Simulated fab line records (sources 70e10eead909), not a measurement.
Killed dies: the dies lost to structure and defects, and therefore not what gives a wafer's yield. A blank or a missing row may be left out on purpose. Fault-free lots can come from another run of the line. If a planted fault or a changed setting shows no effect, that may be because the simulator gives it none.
Matching of chambers :: flow nand-harc :: cmp-01 running NHARC_A_M0_CMP_23: 4 sister chambers
The step polishes, t overpolish 20 s, target thk 113.75 nm. 4 wafers are shown with their chamber, then 8 later ones without.

== EACH WAFER AND ITS CHAMBER ==
wafer: L080.4
chamber: 0
motor-current-A (A): 12.8

wafer: L088.5
chamber: 3
motor-current-A (A): 10.9

wafer: L088.6
chamber: 2
motor-current-A (A): 13.1

wafer: L093.4
chamber: 1
motor-current-A (A): 13.3

== WAFERS WITH NO CHAMBER GIVEN ==
wafer: L093.5
motor-current-A (A): 12.3

wafer: L093.6
motor-current-A (A): 12.6

wafer: L095.1
motor-current-A (A): 12.4

wafer: L095.2
motor-current-A (A): 12.0

wafer: L095.6
motor-current-A (A): 10.5

wafer: L097.1
motor-current-A (A): 13.1

wafer: L097.2
motor-current-A (A): 13.2

wafer: L097.5
motor-current-A (A): 12.6

== WHICH CHAMBER EACH WENT THROUGH ==
wafer: L093.5
from the rows above: can't be placed: 0 or 2 or 1
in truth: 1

wafer: L093.6
from the rows above: can't be placed: 0 or 2 or 1
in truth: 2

wafer: L095.1
from the rows above: can't be placed: 0 or 2 or 1
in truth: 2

wafer: L095.2
from the rows above: can't be placed: 0 or 2 or 3 or 1
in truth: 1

wafer: L095.6
from the rows above: 3
in truth: 3

wafer: L097.1
from the rows above: can't be placed: 2 or 1 or 0
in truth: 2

wafer: L097.2
from the rows above: can't be placed: 2 or 1 or 0
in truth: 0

wafer: L097.5
from the rows above: can't be placed: 0 or 2 or 1
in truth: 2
Correctly placed: 1 of 8. Cannot be placed on the basis of these rows: 7; the candidates contain the true chamber in 7. Placed wrongly: 0.
How it was worked out, from the rows above alone: a wafer's distance from a chamber is the root of the sum, over the readings, of the square of ((its reading less the chamber's mean) divided by the reading's scatter). The wafer belongs to the nearest chamber; if the next one is less than 2 further off, it can't be placed. A chamber's mean is the mean of its shown wafers. The scatter: with one shown wafer a chamber, the root of the mean of the squares of how far each hidden wafer lies from its nearest shown one.
